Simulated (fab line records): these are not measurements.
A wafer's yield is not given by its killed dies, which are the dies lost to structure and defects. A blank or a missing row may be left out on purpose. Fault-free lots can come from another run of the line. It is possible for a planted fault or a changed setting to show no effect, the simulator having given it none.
Struck lot and sound lot, side by side | flow n5-finfet | 17 steps out of a route of 1938
Sound: wafers L886.3, L886.5, L886.6. Struck: wafer L899.3. (L899.4 of the same lot was not struck and is left out.) The cause comes at the end.
Order at every step that has rows: each side's tool, ch and its chambers, its first start. Under that, the readings that differ: sound wafers | struck wafers | difference of the means | sigmas: that difference in standard deviations of wafers without a fault.
alike: readings with means less than 2 such deviations apart, plus words and numbers identical on both sides. not compared: withheld readings, readings lacking a value on some wafer, bounds such as >300 that could conceal the same value, and numbers that have no deviation in the record and whose values overlap.
Wherever a step has rows on one side only, a row that says differs or no value, or a row with sigmas, the two part there. When numbers do not overlap yet have no deviation, they are printed without sigmas and do not part them. A reading that every wafer of one side lacks parts them only if that side has two wafers or more.

first, 9 steps without rows for these wafers: N5_BEOL_M5_COAT_59 (time 60 s, resist thk 60 nm); N5_BEOL_M5_COAT_60 (time 60 s, resist thk 12 nm); N5_BEOL_M5_COAT_71 (time 60 s, resist thk 5 nm); N5_BEOL_M5_COAT_05 (resist thk 30 nm); N5_BEOL_M5_EBR_07; N5_BEOL_M5_SOFTBAKE_06 (time 60 s); N5_BEOL_M5_EXPOSE_08 (exposes mask M5, target cd 28 nm); N5_BEOL_M5_PEB_09 (peb time 60 s); N5_BEOL_M5_DEVELOP_10 (develop time 30 s).
N5_BEOL_M5_CD_MEAS_11: the cd target is 27.74 nm.
  sound on cd-sem-01 ch 0, day 9 21:43; struck on cd-sem-01 ch 0, day 12 20:00
  reading    | sound             | struck | difference | sigmas
  cd-nm (nm) | 27.92 28.50 28.17 | 27.65  | -0.55      | -2
N5_BEOL_M5_OVL_MEAS_12:
  sound on overlay-02 ch 0, day 9 21:45; struck on overlay-01 ch 0, day 12 20:02
  alike: M5_OVL
N5_BEOL_M5_INSPECT_13: inspects for defects (brightfield).
  struck on defect-inspect-02, day 12 20:05; sound on defect-inspect-01, day 9 21:48
  alike: raw-defect-count
N5_BEOL_M5_DESCUM_16: chemistry O2, time 7 s.
  sound on rie-diel-01 ch 0,1, day 9 21:50; struck on rie-diel-01 ch 3, day 12 20:07
  reading                                      | sound          | struck | difference | sigmas
  drypump-motor-current-A (A)                  | 6.25 6.23 5.64 | 5.54   | -0.50      | -2
  model.CAR-EUV_of_BEOL_M5_COAT_05.thk-nm (nm) | 26 26.2 26     | 27.6   | +1.5       |
  model.BEOL_M5.cd-nm (nm)                     | 28.2 28.4 27.8 | 27.6   | -0.5       |
  alike: oes-product-au, rf-vpp-V, showerhead-plenum-p-Torr, throttle-valve-pct
  not compared: rf-hours-counter-h
N5_BEOL_M5_ETCH_72: etches underlayer in N2/H2, target depth 6.5 nm, time 5.2 s.
  sound on rie-diel-01 ch 0,1, day 9 21:52; struck on rie-diel-01 ch 3, day 12 20:10
  reading                     | sound          | struck | difference | sigmas
  drypump-motor-current-A (A) | 6.25 6.23 5.72 | 5.55   | -0.52      | -2
  alike: bias-w, etch-rf-on-time-s, oes-product-au, rf-vpp-V, showerhead-plenum-p-Torr, throttle-valve-pct
  not compared: rf-hours-counter-h
N5_BEOL_M5_ETCH_61: etches SiARC in CF4, target depth 15.6 nm, time 26 s.
  sound on rie-diel-01 ch 0,1, day 9 21:53; struck on rie-diel-01 ch 3, day 12 20:11
  reading                     | sound             | struck | difference | sigmas
  drypump-motor-current-A (A) | 6.21 6.21 5.66    | 5.55   | -0.48      | -2
  rf-vpp-V (V)                | 186.8 186.3 183.4 | 183.5  | -2.0       | -2
  model.BEOL_M5.cd-nm (nm)    | 28.4 28.4 27.8    | 27.2   | -1.0       |
  alike: bias-w, etch-rf-on-time-s, oes-product-au, showerhead-plenum-p-Torr, throttle-valve-pct
  not compared: rf-hours-counter-h
N5_BEOL_M5_ETCH_62: etches SOC in N2/H2, target depth 75 nm, overetch 15 nm, time 112.5 s.
  sound on rie-diel-01 ch 0,1, day 9 21:55; struck on rie-diel-01 ch 3, day 12 20:12
  reading                     | sound             | struck | difference | sigmas
  drypump-motor-current-A (A) | 6.24 6.24 5.65    | 5.55   | -0.49      | -2
  rf-vpp-V (V)                | 527.1 527.5 524.3 | 522.3  | -4.0       | -2
  alike: bias-w, oes-product-au, showerhead-plenum-p-Torr, throttle-valve-pct
  not compared: rf-hours-counter-h
next, for these wafers, 1 step has no rows: N5_PASSIVATION_PROBE_49.

## WHERE THEY PART
At N5_BEOL_M5_CD_MEAS_11 first; at N5_BEOL_M5_ETCH_62 last (within this record only).

WHY: the cause the simulator had injected
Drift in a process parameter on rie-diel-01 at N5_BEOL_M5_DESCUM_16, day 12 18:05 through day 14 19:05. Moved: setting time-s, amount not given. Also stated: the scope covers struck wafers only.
